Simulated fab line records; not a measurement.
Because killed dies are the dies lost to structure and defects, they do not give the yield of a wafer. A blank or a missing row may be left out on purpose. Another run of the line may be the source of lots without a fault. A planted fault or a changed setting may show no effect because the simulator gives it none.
The tool behind it: which one? / flow nandHarc / 12 lots, 36 wafers sampled, at 5 steps of a route of 1302

WHAT EACH GAUGE READ, for each wafer
NHARC_P_CONTACT_CD_MEAS_12: the cd target is 90 nm. Usual: cdNm at 90.3 nm, with a standard deviation of 0.77.
lot=L237; measured=day 6 00:26; on=cdSem-02; cdNm (nm)=92.3 90.1 90.1; flag=
lot=L238; measured=day 6 03:45; on=cdSem-02; cdNm (nm)=89.9 90.9 90.3; flag=
lot=L239; measured=day 6 16:48; on=cdSem-03; cdNm (nm)=90.6 90.0 89.5; flag=
lot=L240; measured=day 6 22:50; on=cdSem-03; cdNm (nm)=90.0 90.3 90.9; flag=
lot=L243; measured=day 8 04:37; on=cdSem-03; cdNm (nm)=92.5 92.6 92.1; flag=
lot=L252; measured=day 12 00:44; on=cdSem-03; cdNm (nm)=90.2 89.5 90.2; flag=
lot=L253; measured=day 12 11:44; on=cdSem-03; cdNm (nm)=90.8 90.9 89.8; flag=
lot=L254; measured=day 12 17:08; on=cdSem-01; cdNm (nm)=89.4 90.6 90.0; flag=
lot=L257; measured=day 14 04:36; on=cdSem-01; cdNm (nm)=88.9 89.3 88.9; flag=
lot=L258; measured=day 14 11:52; on=cdSem-01; cdNm (nm)=91.4 91.1 91.3; flag=
lot=L259; measured=day 15 01:31; on=cdSem-03; cdNm (nm)=90.2 89.4 89.4; flag=
lot=L260; measured=day 15 16:44; on=cdSem-01; cdNm (nm)=89.8 90.6 91.2; flag=

NHARC_P_CONTACT_OVL_MEAS_13. Usual: overlayXNm -0.1 nm, standard deviation 0.75; overlayYNm 0.1 nm, standard deviation 0.83.
lot=L237; measured=day 6 00:31; on=overlay-02; overlayXNm (nm)=0.7 0.3 1.0; overlayYNm (nm)=-0.3 -0.1 -0.5; flag=
lot=L238; measured=day 6 03:50; on=overlay-02; overlayXNm (nm)=0.6 0.1 0.3; overlayYNm (nm)=-0.7 -0.3 -0.8; flag=
lot=L239; measured=day 6 16:53; on=overlay-02; overlayXNm (nm)=0.3 0.8 0.5; overlayYNm (nm)=0.2 0.7 0.4; flag=
lot=L240; measured=day 6 22:56; on=overlay-01; overlayXNm (nm)=0.2 -0.2 -0.4; overlayYNm (nm)=-0.1 -0.2 -0.1; flag=
lot=L243; measured=day 8 04:42; on=overlay-02; overlayXNm (nm)=0.0 0.9 0.7; overlayYNm (nm)=-0.1 -0.3 -0.2; flag=
lot=L252; measured=day 12 00:49; on=overlay-02; overlayXNm (nm)=-0.4 -1.1 -0.4; overlayYNm (nm)=0.0 -0.7 -0.4; flag=
lot=L253; measured=day 12 11:49; on=overlay-02; overlayXNm (nm)=-0.6 -0.3 -0.3; overlayYNm (nm)=0.1 0.1 0.2; flag=
lot=L254; measured=day 12 17:14; on=overlay-02; overlayXNm (nm)=0.4 0.7 0.2; overlayYNm (nm)=-0.7 -0.8 -0.4; flag=
lot=L257; measured=day 14 04:41; on=overlay-02; overlayXNm (nm)=-1.7 -1.3 -2.1; overlayYNm (nm)=-0.9 -2.0 -1.4; flag=
lot=L258; measured=day 14 11:57; on=overlay-01; overlayXNm (nm)=-0.5 -0.4 0.1; overlayYNm (nm)=0.1 -0.5 0.0; flag=
lot=L259; measured=day 15 01:37; on=overlay-02; overlayXNm (nm)=0.1 0.1 0.2; overlayYNm (nm)=1.1 1.1 0.4; flag=
lot=L260; measured=day 15 16:49; on=overlay-01; overlayXNm (nm)=0.3 -0.2 0.2; overlayYNm (nm)=0.8 0.5 0.6; flag=

TOOL THAT RAN EACH LOT (tool first, then ch and the chambers of the sampled wafers, then the start)
lot=L237; NHARC_P_GATE_DESCUM_93=rieDiel-04 ch 2,3, day 5 19:36; NHARC_P_GATE_STRIP_95=plasmaAsher-01 ch 0,1, day 5 20:42; NHARC_P_CONTACT_EXPOSE_09=arfiScanner-01 ch 0, day 6 00:18
lot=L238; NHARC_P_GATE_DESCUM_93=rieDiel-08 ch 0,1,2, day 5 23:22; NHARC_P_GATE_STRIP_95=plasmaAsher-01 ch 0,1, day 6 00:28; NHARC_P_CONTACT_EXPOSE_09=arfiScanner-01 ch 0, day 6 03:37
lot=L239; NHARC_P_GATE_DESCUM_93=rieDiel-03 ch 1,2,3, day 6 12:19; NHARC_P_GATE_STRIP_95=plasmaAsher-01 ch 0,1, day 6 13:23; NHARC_P_CONTACT_EXPOSE_09=arfiScanner-03 ch 0, day 6 16:40
lot=L240; NHARC_P_GATE_DESCUM_93=rieDiel-03 ch 0,2,3, day 6 18:19; NHARC_P_GATE_STRIP_95=plasmaAsher-01 ch 0,1, day 6 19:23; NHARC_P_CONTACT_EXPOSE_09=arfiScanner-01 ch 0, day 6 22:42
lot=L243; NHARC_P_GATE_DESCUM_93=rieDiel-08 ch 1,3, day 7 23:59; NHARC_P_GATE_STRIP_95=plasmaAsher-02 ch 0,1, day 8 01:04; NHARC_P_CONTACT_EXPOSE_09=arfiScanner-03 ch 0, day 8 04:28
lot=L252; NHARC_P_GATE_DESCUM_93=rieDiel-04 ch 0,2,3, day 11 20:11; NHARC_P_GATE_STRIP_95=plasmaAsher-01 ch 0,1, day 11 21:21; NHARC_P_CONTACT_EXPOSE_09=arfiScanner-03 ch 0, day 12 00:36
lot=L253; NHARC_P_GATE_DESCUM_93=rieDiel-08 ch 0,1,2, day 12 06:48; NHARC_P_GATE_STRIP_95=plasmaAsher-01 ch 1, day 12 07:53; NHARC_P_CONTACT_EXPOSE_09=arfiScanner-01 ch 0, day 12 11:35
lot=L254; NHARC_P_GATE_DESCUM_93=rieDiel-08 ch 0,1,2, day 12 12:08; NHARC_P_GATE_STRIP_95=plasmaAsher-02 ch 0,1, day 12 13:14; NHARC_P_CONTACT_EXPOSE_09=arfiScanner-02 ch 0, day 12 16:59
lot=L257; NHARC_P_GATE_DESCUM_93=rieDiel-03 ch 1,3, day 14 00:11; NHARC_P_GATE_STRIP_95=plasmaAsher-01 ch 0,1, day 14 01:18; NHARC_P_CONTACT_EXPOSE_09=arfiScanner-01 ch 0, day 14 04:28
lot=L258; NHARC_P_GATE_DESCUM_93=rieDiel-03 ch 1,2,3, day 14 07:16; NHARC_P_GATE_STRIP_95=plasmaAsher-02 ch 0,1, day 14 08:32; NHARC_P_CONTACT_EXPOSE_09=arfiScanner-01 ch 0, day 14 11:44
lot=L259; NHARC_P_GATE_DESCUM_93=rieDiel-04 ch 1,3, day 14 20:58; NHARC_P_GATE_STRIP_95=plasmaAsher-01 ch 0,1, day 14 22:14; NHARC_P_CONTACT_EXPOSE_09=arfiScanner-01 ch 0, day 15 01:23
lot=L260; NHARC_P_GATE_DESCUM_93=rieDiel-04 ch 1,2,3, day 15 12:13; NHARC_P_GATE_STRIP_95=plasmaAsher-02 ch 0,1, day 15 13:17; NHARC_P_CONTACT_EXPOSE_09=arfiScanner-02 ch 0, day 15 16:35
- NHARC_P_GATE_DESCUM_93: chemistry O2, time 3 s.
- NHARC_P_GATE_STRIP_95: strips in O2.
- NHARC_P_CONTACT_EXPOSE_09: exposes mask P CA, target cd 90 nm.

WHAT THE TOOLS THEMSELVES READ (means of the sampled wafers that have a number; where no wafer has one, the mark that the record gives instead)
NHARC_P_GATE_DESCUM_93. Usual: drypumpMotorCurrentA 5.8 A, standard deviation 0.5; oesProductAu 0.994 a.u., standard deviation 0.013; rfVppV 57.9 V, standard deviation 0.91; showerheadPlenumPTorr 1.91 Torr, standard deviation 0.072; throttleValvePct 11.312 %, standard deviation 0.0089.
lot=L237; tool=rieDiel-04; drypumpMotorCurrentA (A)=5.7; oesProductAu (a.u.)=0.985; rfVppV (V)=58.4; showerheadPlenumPTorr (Torr)=2.00; throttleValvePct (%)=11.318; flag=
lot=L238; tool=rieDiel-08; drypumpMotorCurrentA (A)=6.0; oesProductAu (a.u.)=0.989; rfVppV (V)=58.0; showerheadPlenumPTorr (Torr)=1.93; throttleValvePct (%)=11.300; flag=
lot=L239; tool=rieDiel-03; drypumpMotorCurrentA (A)=5.5; oesProductAu (a.u.)=0.992; rfVppV (V)=57.7; showerheadPlenumPTorr (Torr)=1.87; throttleValvePct (%)=11.313; flag=
lot=L240; tool=rieDiel-03; drypumpMotorCurrentA (A)=5.2; oesProductAu (a.u.)=1.002; rfVppV (V)=57.8; showerheadPlenumPTorr (Torr)=1.87; throttleValvePct (%)=11.314; flag=
lot=L243; tool=rieDiel-08; drypumpMotorCurrentA (A)=6.4; oesProductAu (a.u.)=1.003; rfVppV (V)=57.2; showerheadPlenumPTorr (Torr)=1.84; throttleValvePct (%)=11.316; flag=
lot=L252; tool=rieDiel-04; drypumpMotorCurrentA (A)=5.8; oesProductAu (a.u.)=0.987; rfVppV (V)=58.4; showerheadPlenumPTorr (Torr)=1.94; throttleValvePct (%)=11.308; flag=
lot=L253; tool=rieDiel-08; drypumpMotorCurrentA (A)=6.0; oesProductAu (a.u.)=0.992; rfVppV (V)=57.7; showerheadPlenumPTorr (Torr)=1.93; throttleValvePct (%)=11.317; flag=
lot=L254; tool=rieDiel-08; drypumpMotorCurrentA (A)=6.1; oesProductAu (a.u.)=0.984; rfVppV (V)=58.1; showerheadPlenumPTorr (Torr)=1.93; throttleValvePct (%)=11.318; flag=
lot=L257; tool=rieDiel-03; drypumpMotorCurrentA (A)=5.2; oesProductAu (a.u.)=0.991; rfVppV (V)=57.5; showerheadPlenumPTorr (Torr)=1.88; throttleValvePct (%)=11.316; flag=
lot=L258; tool=rieDiel-03; drypumpMotorCurrentA (A)=5.5; oesProductAu (a.u.)=0.990; rfVppV (V)=57.9; showerheadPlenumPTorr (Torr)=1.86; throttleValvePct (%)=11.304; flag=
lot=L259; tool=rieDiel-04; drypumpMotorCurrentA (A)=6.0; oesProductAu (a.u.)=1.003; rfVppV (V)=57.9; showerheadPlenumPTorr (Torr)=1.95; throttleValvePct (%)=11.311; flag=
lot=L260; tool=rieDiel-04; drypumpMotorCurrentA (A)=5.9; oesProductAu (a.u.)=1.004; rfVppV (V)=58.3; showerheadPlenumPTorr (Torr)=1.99; throttleValvePct (%)=11.308; flag=

NHARC_P_GATE_STRIP_95. Usual: drypumpMotorCurrentA 5.8 A, standard deviation 0.35; heaterPowerW 342 W, standard deviation 42.
lot=L237; tool=plasmaAsher-01; drypumpMotorCurrentA (A)=5.6; heaterPowerW (W)=323; flag=
lot=L238; tool=plasmaAsher-01; drypumpMotorCurrentA (A)=5.7; heaterPowerW (W)=322; flag=
lot=L239; tool=plasmaAsher-01; drypumpMotorCurrentA (A)=5.8; heaterPowerW (W)=346; flag=
lot=L240; tool=plasmaAsher-01; drypumpMotorCurrentA (A)=5.7; heaterPowerW (W)=328; flag=
lot=L243; tool=plasmaAsher-02; drypumpMotorCurrentA (A)=6.1; heaterPowerW (W)=347; flag=
lot=L252; tool=plasmaAsher-01; drypumpMotorCurrentA (A)=5.8; heaterPowerW (W)=341; flag=
lot=L253; tool=plasmaAsher-01; drypumpMotorCurrentA (A)=6.0; heaterPowerW (W)=366; flag=
lot=L254; tool=plasmaAsher-02; drypumpMotorCurrentA (A)=5.9; heaterPowerW (W)=364; flag=
lot=L257; tool=plasmaAsher-01; drypumpMotorCurrentA (A)=5.8; heaterPowerW (W)=343; flag=
lot=L258; tool=plasmaAsher-02; drypumpMotorCurrentA (A)=5.9; heaterPowerW (W)=364; flag=
lot=L259; tool=plasmaAsher-01; drypumpMotorCurrentA (A)=5.6; heaterPowerW (W)=316; flag=
lot=L260; tool=plasmaAsher-02; drypumpMotorCurrentA (A)=5.8; heaterPowerW (W)=364; flag=

THE ANSWER, worked out from the rows above alone
Rule: take the mean of a lot's wafers that have a number; if it is more than 3 standard deviations from the usual mean, the lot is off. A lot without any number at a reading at which 4 lots or more have one is off too. Any other lot the step has rows for is counted as sound. First the gauges in route order, then the tools' own readings, where a lot's mean is used as printed above. At the first step where some lot is off, the reading lying furthest off is the one used; lots without a number count as furthest.
None of the lots is off at any reading shown; this tells nothing.

WHAT THE SIMULATOR HAD INSERTED
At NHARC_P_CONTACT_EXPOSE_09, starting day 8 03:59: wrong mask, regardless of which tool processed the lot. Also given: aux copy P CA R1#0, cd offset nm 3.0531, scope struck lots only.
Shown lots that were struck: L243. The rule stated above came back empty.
